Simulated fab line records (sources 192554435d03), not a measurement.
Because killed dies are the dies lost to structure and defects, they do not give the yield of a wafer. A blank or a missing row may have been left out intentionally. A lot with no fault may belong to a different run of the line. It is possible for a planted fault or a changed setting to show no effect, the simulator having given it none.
Lot-split experiment :: flow n5Finfet :: 39 wafers read from 7 lots, route of 1938 steps

## THE SPLIT ITSELF
At N5_MOL_CONTACT_COAG_ALD_123 (deposits SiNx, target thk 5 nm, pulse time 1 s, purge time 2 s), the setting aldCycles was moved away from the recipe's 100 on 15 of the 39 wafers read, by -28.0% to +47.0%. The other wafers ran this setting at the recipe's value.

## FROM THE SPLIT TO THE READING: what the file shows between them, 4 steps
- N5_MOL_CONTACT_COAG_PECVD_31: deposits SiO2 from TEOS/O2, target thk 46 nm, time 8.9 s
- N5_MOL_CONTACT_COAG_COAT_75: time 60 s, resist thk 60 nm
- N5_MOL_CONTACT_COAG_STRIP_120: strips in CHF3
- N5_MOL_CONTACT_COAG_VIA_ETCH_117: etches SiO2 in C4F6/O2, target depth 40 nm, overetch 8 nm, time 26 s

## THE READING
etch.depthNm (the simulator's own value, which no gauge read), in nm, at N5_MOL_CONTACT_COAG_ETCH_124 (etches SiNx in CH3F/O2, stops on SiOC, target depth 6.5 nm). No usual value for it is given in the file. The 24 wafers here that ran the recipe average 5.019 nm, standard deviation 0.023 nm.

wafer: L079.1
tool, chamber at the split: aldSin-04, 1,2,1
aldCycles as run: 100
against the recipe: recipe
etch.depthNm, nm: 4.988
against lot-mates on the recipe: -

wafer: L079.2
tool, chamber at the split: aldSin-04, 0,3,2
aldCycles as run: 82
against the recipe: -18.0%
etch.depthNm, nm: 4.051
against lot-mates on the recipe: -0.950

wafer: L079.3
tool, chamber at the split: aldSin-04, 0,3,2
aldCycles as run: 82
against the recipe: -18.0%
etch.depthNm, nm: 4.095
against lot-mates on the recipe: -0.906

wafer: L079.4
tool, chamber at the split: aldSin-04, 1,2,1
aldCycles as run: 100
against the recipe: recipe
etch.depthNm, nm: 4.999
against lot-mates on the recipe: -

wafer: L079.5
tool, chamber at the split: aldSin-04, 0,3,2
aldCycles as run: 82
against the recipe: -18.0%
etch.depthNm, nm: 4.074
against lot-mates on the recipe: -0.927

wafer: L079.6
tool, chamber at the split: aldSin-04, 1,2,1
aldCycles as run: 100
against the recipe: recipe
etch.depthNm, nm: 5.015
against lot-mates on the recipe: -

wafer: L080.1
tool, chamber at the split: aldSin-03, 3,2,0,1,1,0
aldCycles as run: 100
against the recipe: recipe
etch.depthNm, nm: 5.015
against lot-mates on the recipe: -

wafer: L080.2
tool, chamber at the split: aldSin-03, 3,2,0,1,1,0
aldCycles as run: 100
against the recipe: recipe
etch.depthNm, nm: 4.998
against lot-mates on the recipe: -

wafer: L080.3
tool, chamber at the split: aldSin-03, 3,2,0,1,1,0
aldCycles as run: 100
against the recipe: recipe
etch.depthNm, nm: 5.017
against lot-mates on the recipe: -

wafer: L080.4
tool, chamber at the split: aldSin-03, 3,2,0,1,1,0
aldCycles as run: 100
against the recipe: recipe
etch.depthNm, nm: 4.992
against lot-mates on the recipe: -

wafer: L080.5
tool, chamber at the split: aldSin-03, 3,2,0,1,1,0
aldCycles as run: 100
against the recipe: recipe
etch.depthNm, nm: 4.985
against lot-mates on the recipe: -

wafer: L080.6
tool, chamber at the split: aldSin-03, 3,2,0,1,1,0
aldCycles as run: 100
against the recipe: recipe
etch.depthNm, nm: 5.023
against lot-mates on the recipe: -

wafer: L081.1
tool, chamber at the split: aldSin-01, 2,3,3
aldCycles as run: 100
against the recipe: recipe
etch.depthNm, nm: 5.052
against lot-mates on the recipe: -

wafer: L081.2
tool, chamber at the split: aldSin-01, 0,0,2
aldCycles as run: 72
against the recipe: -28.0%
etch.depthNm, nm: 3.591
against lot-mates on the recipe: -1.450

wafer: L081.3
tool, chamber at the split: aldSin-01, 2,3,3
aldCycles as run: 100
against the recipe: recipe
etch.depthNm, nm: 5.036
against lot-mates on the recipe: -

wafer: L081.4
tool, chamber at the split: aldSin-01, 2,3,3
aldCycles as run: 100
against the recipe: recipe
etch.depthNm, nm: 5.035
against lot-mates on the recipe: -

wafer: L081.5
tool, chamber at the split: aldSin-01, 0,0,2
aldCycles as run: 72
against the recipe: -28.0%
etch.depthNm, nm: 3.649
against lot-mates on the recipe: -1.392

wafer: L081.6
tool, chamber at the split: aldSin-01, 0,0,2
aldCycles as run: 72
against the recipe: -28.0%
etch.depthNm, nm: 3.631
against lot-mates on the recipe: -1.410

wafer: L086.1
tool, chamber at the split: aldSin-01, 0,3,2
aldCycles as run: 147
against the recipe: +47.0%
etch.depthNm, nm: 6.518
against lot-mates on the recipe: +1.478

wafer: L086.2
tool, chamber at the split: aldSin-01, 0,3,2
aldCycles as run: 147
against the recipe: +47.0%
etch.depthNm, nm: 6.337
against lot-mates on the recipe: +1.297

wafer: L086.3
tool, chamber at the split: aldSin-01, 0,3,2
aldCycles as run: 147
against the recipe: +47.0%
etch.depthNm, nm: 6.616
against lot-mates on the recipe: +1.576

wafer: L086.4
tool, chamber at the split: aldSin-01, 2,3,0
aldCycles as run: 100
against the recipe: recipe
etch.depthNm, nm: 5.042
against lot-mates on the recipe: -

wafer: L086.5
tool, chamber at the split: aldSin-01, 2,3,0
aldCycles as run: 100
against the recipe: recipe
etch.depthNm, nm: 5.039
against lot-mates on the recipe: -

wafer: L086.6
tool, chamber at the split: aldSin-01, 2,3,0
aldCycles as run: 100
against the recipe: recipe
etch.depthNm, nm: 5.039
against lot-mates on the recipe: -

wafer: L091.1
tool, chamber at the split: aldSin-01, 0,3,1
aldCycles as run: 84
against the recipe: -16.0%
etch.depthNm, nm: 4.177
against lot-mates on the recipe: -0.827

wafer: L091.2
tool, chamber at the split: aldSin-01, 1,0,3
aldCycles as run: 100
against the recipe: recipe
etch.depthNm, nm: 5
against lot-mates on the recipe: -

wafer: L091.3
tool, chamber at the split: aldSin-01, 0,3,1
aldCycles as run: 84
against the recipe: -16.0%
etch.depthNm, nm: 4.247
against lot-mates on the recipe: -0.757

wafer: L091.4
tool, chamber at the split: aldSin-01, 1,0,3
aldCycles as run: 100
against the recipe: recipe
etch.depthNm, nm: 5.003
against lot-mates on the recipe: -

wafer: L091.5
tool, chamber at the split: aldSin-01, 1,0,3
aldCycles as run: 100
against the recipe: recipe
etch.depthNm, nm: 5.008
against lot-mates on the recipe: -

wafer: L091.6
tool, chamber at the split: aldSin-01, 0,3,1
aldCycles as run: 84
against the recipe: -16.0%
etch.depthNm, nm: 4.203
against lot-mates on the recipe: -0.801

wafer: L093.1
tool, chamber at the split: aldSin-01, 1,0,1
aldCycles as run: 100
against the recipe: recipe
etch.depthNm, nm: 5.012
against lot-mates on the recipe: -

wafer: L093.5
tool, chamber at the split: aldSin-01, 1,0,1
aldCycles as run: 100
against the recipe: recipe
etch.depthNm, nm: 4.977
against lot-mates on the recipe: -

wafer: L093.6
tool, chamber at the split: aldSin-01, 1,0,1
aldCycles as run: 100
against the recipe: recipe
etch.depthNm, nm: 5.028
against lot-mates on the recipe: -

wafer: L096.1
tool, chamber at the split: aldSin-01, 1
aldCycles as run: 85
against the recipe: -15.0%
etch.depthNm, nm: 4.282
against lot-mates on the recipe: -0.768

wafer: L096.2
tool, chamber at the split: aldSin-01, 0,3,3
aldCycles as run: 100
against the recipe: recipe
etch.depthNm, nm: 5.034
against lot-mates on the recipe: -

wafer: L096.3
tool, chamber at the split: aldSin-01, 0,3,3
aldCycles as run: 100
against the recipe: recipe
etch.depthNm, nm: 5.056
against lot-mates on the recipe: -

wafer: L096.4
tool, chamber at the split: aldSin-01, 0,3,3
aldCycles as run: 100
against the recipe: recipe
etch.depthNm, nm: 5.059
against lot-mates on the recipe: -

wafer: L096.5
tool, chamber at the split: aldSin-01, 1
aldCycles as run: 85
against the recipe: -15.0%
etch.depthNm, nm: 4.285
against lot-mates on the recipe: -0.765

wafer: L096.6
tool, chamber at the split: aldSin-01, 0
aldCycles as run: 85
against the recipe: -15.0%
etch.depthNm, nm: 4.307
against lot-mates on the recipe: -0.743
Where a row lists several chambers, the file gives one row for several wafers and doesn't say which wafer went through which chamber.

THE FIT
A straight line over all 39 wafers: etch.depthNm changes by +0.0385 nm for each +1% of aldCycles; r = +0.98; the points scatter about the line by 0.14 nm.
The same after taking each lot's own level away (the mean of its wafers on the recipe; 39 wafers): +0.0383 nm for each +1%; r = +0.98; scatter 0.14 nm.
According to that fit, moving aldCycles by its largest amount changes the reading by 1.8 nm.
The lots' own levels span 5.0007 to 5.0497 nm, that is 2.1 times the standard deviation above.
The two slopes are in agreement: the lot-to-lot level therefore moves the slope only a little.
Check: +1.77 nm against its lot-mates is what the line predicts for one of the wafers moved furthest among these (+47.0%) when that wafer is left out of the fit. Against them it came out at +1.48 nm.

## FURTHER SPLITS ON THESE WAFERS
These wafers also went through other splits before the reading. Each is held against what the fit with the lots' levels taken away leaves over:
other split on the same wafers: N5_STI_FIN_REVEAL_ETCHBACK_08 timeS
wafers away from the commonest value: 15
r with etch.depthNm (lot level and that fit taken away): +0.10

other split on the same wafers: N5_SD_EPI_N_DEVELOP_08 developTimeS
wafers away from the commonest value: 15
r with etch.depthNm (lot level and that fit taken away): +0.19

other split on the same wafers: N5_SDB_ALD_29 aldCycles
wafers away from the commonest value: 15
r with etch.depthNm (lot level and that fit taken away): +0.37

## THE WHOLE CHAIN: every reading that the file lists as answering this split, in the file's order
step: N5_MOL_CONTACT_COAG_ALD_123
what it does: deposits SiNx, target thk 5 nm, pulse time 1 s, purge time 2 s
reading: SiNx_of_MOL_CONTACT_COAG_ALD_123.thkNm (the simulator's own value, which no gauge read)
change (the file's fit): +0.051 nm for each +1% of the setting
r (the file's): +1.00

step: N5_MOL_CONTACT_COAG_ETCH_124
what it does: etches SiNx in CH3F/O2, stops on SiOC, target depth 6.5 nm
reading: etch.depthNm (the simulator's own value, which no gauge read)
change (the file's fit): +0.0391 nm for each +1% of the setting
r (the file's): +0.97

## FILE'S OWN FIT
etch.depthNm changes by +0.0391 nm for each +1% of aldCycles, r = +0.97.
